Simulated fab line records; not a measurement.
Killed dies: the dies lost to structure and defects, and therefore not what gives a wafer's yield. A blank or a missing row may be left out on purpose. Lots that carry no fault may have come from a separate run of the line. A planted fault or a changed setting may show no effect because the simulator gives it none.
8D (eight disciplines) problem report, filled in by code ; flow nand harc ; the parts of the form that need people (team, actions taken, sign-off) are left out

== 1. THE ISSUE ==
Wafers with no fault read 0.926 a.u. with a standard deviation of 0.015, whereas oes product au at NHARC_A_STAIRCASE_ETCH_444 reads a mean of 1.123 a.u. on 1 wafer of 1 lot. Relative to the usual mean, that is a shift of +13 standard deviations.
The step: etches the open film in C4F8/O2, target depth 20400 nm, time 6800 s.
First seen on wafer L331.6, day 25 10:11, on rie diel-11. The record holds 36 wafers of 12 lots with a number at this step. The rule behind "out" and "out of limits": a value lying over 4 standard deviations away from the usual mean. The rest of the wafers with a number are treated as sound.

== 2. WHAT IT IS, WHAT IT ISN'T ==
question;is;is not
which readings at this step;oes product au;chamber pressure mTorr, rf vpp V
which lots;L331;L317, L318, L319, L321, L322, L332, L333, L334, L335, L339, L340
which wafers of those lots;L331.6;L331.2, L331.3
read on which tools;rie diel-11;rie diel-07, rie diel-08
when;from day 25 10:11;"up to then (17 sound wafers); but 18 sound wafers of L332, L333, L334, L335, L339, L340 came after"

== 3. SUSPECTS, AND WHAT RULES EACH OUT ==
Counting: if a tool at a process step up to the reading ran every lot that is out, it stays a suspect. Sound lots after the first of them don't rule it out here, since some wafers of a struck lot are sound.
- pecvd-01 at NHARC_A_STAIRCASE_DEP_151 (deposits SiO2, target thk 7200 nm): kept. The lot that is out, L331, ran on it at day 24 04:18; the last sound lot it ran before that was L321, at day 19 02:55.
- pecvd-01 at NHARC_A_STAIRCASE_DEP_325 (deposits SiO2, target thk 7200 nm): kept. The lot that is out, L331, ran on it at day 24 20:07; the last sound lot it ran before that was L322, at day 20 18:13.
- rie diel-11 at NHARC_A_STAIRCASE_ETCH_444 (etches the open film in C4F8/O2, target depth 20400 nm, time 6800 s): kept. The lot that is out, L331, ran on it at day 25 07:49; the last sound lot it ran before that was L321, at day 20 04:13. Out on those wafers are its own readings of oes product au.
- Within rie diel-11 at NHARC_A_STAIRCASE_ETCH_444: the wafers that are out ran in chamber 0; their sound lot-mates ran in chambers 1, 3.
Still standing after the count: pecvd-01 at NHARC_A_STAIRCASE_DEP_151, pecvd-01 at NHARC_A_STAIRCASE_DEP_325, rie diel-11 at NHARC_A_STAIRCASE_ETCH_444.

== 4. THE CAUSE (what the simulator had put in) ==
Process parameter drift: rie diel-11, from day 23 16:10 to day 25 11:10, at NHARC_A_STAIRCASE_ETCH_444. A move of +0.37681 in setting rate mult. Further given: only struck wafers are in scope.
3 suspects survive the count, and this tool is in that group.

== 5. THE EFFECT CHAIN, in route order ==
Rows list readings where the struck wafers' mean (over those with a number) sits beyond 3 standard deviations from the usual. Scope: only readings with a usual standard deviation given in the record; hours: median across lots of the time from each lot's start at the first step in this table that gives one to its start at this step; sigmas: change in usual standard deviations.
hours;step;reading;usual;on struck wafers;change;sigmas
0;NHARC_A_STAIRCASE_ETCH_444;oes product au;0.926 a.u.;1.123;+0.197;+13
Its process steps:
- NHARC_A_STAIRCASE_ETCH_444: etches the open film in C4F8/O2, target depth 20400 nm, time 6800 s.

== 6. HOW IT WOULD HAVE BEEN CAUGHT EARLIER ==
In this record no reading fell out of limits until day 25 10:11, 42 hours after the fault had begun at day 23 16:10.
